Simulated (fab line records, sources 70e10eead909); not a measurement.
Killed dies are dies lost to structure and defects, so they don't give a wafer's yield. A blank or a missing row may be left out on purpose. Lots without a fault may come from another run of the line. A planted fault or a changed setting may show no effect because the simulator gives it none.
Which tool did it? | flow nand_harc | 24 lots, 72 wafers sampled, at 3 steps of a route of 1302

WHAT THE GAUGES READ, wafer by wafer
NHARC_P_M1_THK_MEAS_24: measures by xrf. Usual: thk_nm 157.6 nm, standard deviation 1.3.
lot  | measured     | on            | thk_nm (nm)       | flag
L074 | day 6 04:06  | film_metro-02 | 157.4 157.3 156.0 |
L075 | day 6 19:11  | film_metro-01 | 157.8 158.7 156.2 |
L076 | day 6 23:19  | film_metro-02 | 156.7 158.0 157.0 |
L077 | day 7 13:37  | film_metro-01 | 159.0 157.2 157.1 |
L078 | day 7 22:56  | film_metro-01 | 157.5 157.6 159.0 |
L079 | day 8 17:19  | film_metro-01 | 156.3 157.3 157.9 |
L080 | day 8 20:27  | film_metro-01 | 158.7 160.1 158.0 |
L081 | day 9 14:19  | film_metro-02 | 155.4 157.1 157.0 |
L082 | day 9 15:11  | film_metro-01 | 157.7 159.5 158.2 |
L083 | day 9 20:59  | film_metro-01 | 155.9 157.2 160.8 |
L084 | day 10 16:02 | film_metro-02 | 157.1 155.2 155.4 |
L085 | day 10 20:57 | film_metro-01 | 158.1 157.6 159.2 |
L086 | day 11 04:37 | film_metro-02 | 157.2 158.5 158.5 |
L087 | day 12 09:00 | film_metro-01 | 157.9 156.5 160.1 |
L089 | day 12 10:10 | film_metro-01 | 157.9 158.8 155.2 |
L088 | day 12 11:22 | film_metro-01 | 156.8 157.3 158.3 |
L090 | day 13 06:43 | film_metro-01 | 156.7 156.0 157.8 |
L091 | day 13 08:52 | film_metro-02 | 157.4 156.8 158.9 |
L092 | day 14 00:51 | film_metro-02 | 157.5 155.3 154.0 |
L093 | day 14 05:38 | film_metro-01 | 157.8 155.5 155.4 |
L094 | day 14 15:54 | film_metro-02 | 158.5 156.9 156.8 |
L095 | day 15 01:07 | film_metro-01 | 161.3 159.0 157.5 |
L096 | day 15 10:53 | film_metro-02 | 158.4 156.3 156.3 |
L097 | day 15 22:58 | film_metro-01 | 158.3 158.8 157.5 |

NHARC_P_M2_OVL_MEAS_10: pitch 340 nm. Usual: overlay_x_nm 0.0 nm, standard deviation 0.85; overlay_y_nm -0.2 nm, standard deviation 0.78.
lot  | measured     | on         | overlay_x_nm (nm) | overlay_y_nm (nm) | flag
L074 | day 6 05:43  | overlay-02 | -0.3 0.1 -0.6     | 0.1 0.5 0.9       |
L075 | day 6 21:02  | overlay-01 | 0.3 0.0 0.4       | 0.5 0.1 0.1       |
L076 | day 7 00:50  | overlay-01 | 1.4 0.9 0.8       | -1.2 -1.6 -1.9    |
L077 | day 7 15:28  | overlay-01 | -1.4 -0.8 -1.4    | 1.0 0.6 0.3       |
L078 | day 8 00:52  | overlay-01 | 0.7 0.5 0.3       | 0.8 1.1 1.5       |
L079 | day 8 18:56  | overlay-01 | 1.1 0.9 0.4       | -0.7 -0.2 -0.4    |
L080 | day 8 21:56  | overlay-01 | -0.3 -0.2 0.0     | 0.7 0.9 1.2       |
L081 | day 9 15:49  | overlay-01 | -1.1 -0.8 -0.7    | 0.4 0.2 0.3       |
L082 | day 9 16:59  | overlay-01 | 0.5 0.0 0.6       | -0.6 -0.7 -0.3    |
L083 | day 9 22:40  | overlay-02 | 0.6 0.3 0.8       | -0.5 -0.7 -0.2    |
L084 | day 10 17:49 | overlay-01 | -1.1 -1.7 -1.2    | 0.9 0.5 0.4       |
L085 | day 10 23:51 | overlay-02 | 0.0 0.3 0.9       | -0.9 0.2 -0.5     |
L086 | day 11 06:32 | overlay-02 | 0.1 -0.1 -0.3     | -0.1 -0.1 0.0     |
L087 | day 12 10:38 | overlay-02 | -0.5 -1.2 -0.6    | -1.3 -1.2 -1.0    |
L089 | day 12 11:40 | overlay-02 | -2.2 -2.9 -1.6    | -1.1 -1.2 -1.4    |
L088 | day 12 13:26 | overlay-02 | 0.2 -0.4 -0.1     | -0.3 -0.5 0.0     |
L090 | day 13 08:21 | overlay-02 | 0.9 0.3 0.3       | -0.7 -0.8 -0.4    |
L091 | day 13 10:35 | overlay-01 | 0.7 0.2 0.5       | -0.4 0.0 -0.3     |
L092 | day 14 02:31 | overlay-01 | -0.4 -0.2 -0.4    | -1.6 -1.2 -0.6    |
L093 | day 14 07:09 | overlay-02 | 1.2 0.9 1.3       | 0.0 0.6 0.2       |
L094 | day 14 17:26 | overlay-02 | -1.2 -1.3 -0.7    | -1.2 -1.7 -1.8    |
L095 | day 15 02:46 | overlay-02 | -0.1 -0.5 -0.2    | -0.4 0.0 0.2      |
L096 | day 15 12:34 | overlay-02 | 0.5 0.7 0.7       | 0.0 0.4 0.3       |
L097 | day 16 00:29 | overlay-02 | 0.5 0.3 0.7       | -0.4 -0.4 -0.3    |

NHARC_P_M2_INSPECT_11. Usual: raw_defect_count 5, standard deviation 3.1.
lot  | measured     | on                | raw_defect_count | flag
L074 | day 6 05:45  | defect_inspect-02 | 5 6 4            |
L075 | day 6 21:04  | defect_inspect-02 | 8 4 6            |
L076 | day 7 00:52  | defect_inspect-02 | 9 2 2            |
L077 | day 7 15:29  | defect_inspect-01 | 15 12 6          |
L078 | day 8 00:55  | defect_inspect-02 | 3 4 5            |
L079 | day 8 18:58  | defect_inspect-01 | 6 7 5            |
L080 | day 8 21:59  | defect_inspect-01 | 8 5 7            |
L081 | day 9 15:52  | defect_inspect-02 | 5 3 5            |
L082 | day 9 17:01  | defect_inspect-02 | 7 9 9            |
L083 | day 9 22:43  | defect_inspect-02 | 7 3 4            |
L084 | day 10 17:51 | defect_inspect-02 | 9 4 10           |
L085 | day 10 23:53 | defect_inspect-01 | 5 3 4            |
L086 | day 11 06:34 | defect_inspect-01 | 7 6 5            |
L087 | day 12 10:40 | defect_inspect-01 | 4 3 3            |
L089 | day 12 11:42 | defect_inspect-01 | 4 7 6            |
L088 | day 12 13:28 | defect_inspect-02 | 1 0 4            |
L090 | day 13 08:23 | defect_inspect-01 | 9 6 14           |
L091 | day 13 10:37 | defect_inspect-02 | 8 5 7            |
L092 | day 14 02:32 | defect_inspect-02 | 5 3 12           |
L093 | day 14 07:11 | defect_inspect-02 | 1 2 2            |
L094 | day 14 17:28 | defect_inspect-01 | 2 3 4            |
L095 | day 15 02:48 | defect_inspect-02 | 6 6 6            |
L096 | day 15 12:36 | defect_inspect-02 | 6 8 5            |
L097 | day 16 00:32 | defect_inspect-02 | 1 4 3            |

WHICH TOOL RAN EACH LOT (tool, then ch and the chambers of the sampled wafers, then the start)
The record holds no process step before these readings.

WHAT THE TOOLS THEMSELVES READ (means of the sampled wafers that have a number; where no wafer has one, the mark that the record gives instead)
The record holds no such reading with a usual standard deviation.

THE ANSWER, worked out from the rows above alone
Rule: a lot is off if the mean of its wafers that have a number lies more than 3 standard deviations from the usual mean. A lot without any number at a reading at which 4 lots or more have one is off too. The other lots that the step has rows for count as sound. The gauges are gone through in route order, then the tools' own readings, and for those a lot's mean is taken as printed above. The first step at which some lot is off is used, and at that step the reading that is off furthest; a lot without a number counts as furthest.
No lot is off at any reading shown: from this, nothing can be told.

WHAT THE SIMULATOR HAD PUT IN
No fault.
